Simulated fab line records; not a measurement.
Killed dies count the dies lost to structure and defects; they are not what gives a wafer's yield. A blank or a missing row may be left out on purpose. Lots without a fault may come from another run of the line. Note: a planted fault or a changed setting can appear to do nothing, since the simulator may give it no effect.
Struck lot and sound lot, side by side || flow nand-harc || 15 out of 1159 route steps
Sound: the wafers L895.2, L895.3, L895.4. Struck: wafers L904.2, L904.6 (left out: L904.1, a lot-mate that was not struck); the cause follows at the end.
At each step with rows: each side's tool, then ch and its chambers, then its first start. Under that, the readings that differ: sound wafers || struck wafers || difference of the means || sigmas: that difference in standard deviations of wafers without a fault.
alike: readings whose means differ by less than 2 such deviations, and words and numbers that are the same on both sides. not compared: withheld readings, readings that some wafer has no value for, bounds like >300 that may hide the same value, and numbers for which the record gives no deviation and whose values overlap.
Wherever a step has rows on one side only, a row that says differs or no value, or a row with sigmas, the two part there. When numbers do not overlap yet have no deviation, they are printed without sigmas and do not part them. Lack of a reading on every wafer of one side parts them only where that side has two or more wafers.

NHARC_A_SGD_CUT_THK_MEAS_22: measures by ellipsometry.
  sound on film-metro-02, day 16 00:08; struck on film-metro-02, day 17 18:30
  alike: thk-nm
then, 2 steps without rows for these wafers: NHARC_A_SGD_CUT_SRD_23; NHARC_A_SGD_CUT_ETCH_26 (etches SiO2 in dHF, target depth 45.8 nm).
NHARC_A_SGD_CUT_ETCHBACK_24: etches the open film in CH3F/O2, target depth 50 nm, time 92.857 s.
  sound on rie-diel-08 ch 0,1,3, day 16 00:23; struck on rie-diel-08 ch 0,3, day 17 18:44
  alike: drypump-motor-current-A, oes-product-au, rf-vpp-V, showerhead-plenum-p-Torr, throttle-valve-pct
  not compared: rf-hours-counter-h
NHARC_A_SGD_CUT_STRIP_28: strips in O2, time 20 s.
  sound: rie-diel-08 ch 0,1,3; struck: rie-diel-08 ch 0,1
  alike: drypump-motor-current-A, oes-product-au, rf-vpp-V, showerhead-plenum-p-Torr, throttle-valve-pct
  not compared: rf-hours-counter-h
NHARC_A_SGD_CUT_INSPECT_25:
  sound on defect-inspect-01, day 16 00:37; struck on defect-inspect-01, day 17 18:58
{"reading": "raw-defect-count", "sound": "450 547 404", "struck": "273 263", "difference": -199, "sigmas": -2}
NHARC_A_SLIT_DEP_25: deposits SiO2, target thk 200 nm.
  sound on pecvd-02 ch 1,2, day 16 00:41; struck on pecvd-03 ch 0,1, day 17 19:04
  alike: heater-power-w, showerhead-vpp-V, susceptor-temp-C, throttle-valve-pct
NHARC_A_SLIT_DEP_00: deposits aC, target thk 3200 nm.
  sound on acl-dep-03 ch 0, day 16 04:50; struck on acl-dep-01 ch 0, day 17 19:22
  alike: throttle-valve-pct
  not compared: susceptor-temp-C
NHARC_A_SLIT_DEP_23: deposits SiON, target thk 100 nm.
  sound on pecvd-02 ch 0,1, day 16 06:26; struck on pecvd-03 ch 1,2, day 17 21:23
  alike: heater-power-w, showerhead-vpp-V, susceptor-temp-C
then, 3 steps without rows for these wafers: NHARC_A_SLIT_DEHYDRATE_01 (time 120 s); NHARC_A_SLIT_HMDS_02 (time 30 s); NHARC_A_SLIT_COAT_03 (resist thk 90 nm).
NHARC_A_SLIT_SOFTBAKE_04: time 55 s.
  sound on litho-track-06 ch 0, day 16 06:00; struck on litho-track-06 ch 0, day 17 21:00
{"reading": "heater-power-total-W (W)", "sound": "188.58 188.30 188.41", "struck": "199.50 199.90", "difference": "+11.27", "sigmas": "+70"}
  alike: resist-line-temp-C
then, 1 step without rows for these wafers: NHARC_A_SLIT_EBR_05.
NHARC_END_SORT_01:
  the record has rows for the sound wafers here (prober-01 ch 0, day 21 05:36) and none for the struck ones

== WHERE THEY PART ==
First at NHARC_A_SGD_CUT_INSPECT_25; last, within this record, at NHARC_END_SORT_01.

WHY: what the simulator had put in
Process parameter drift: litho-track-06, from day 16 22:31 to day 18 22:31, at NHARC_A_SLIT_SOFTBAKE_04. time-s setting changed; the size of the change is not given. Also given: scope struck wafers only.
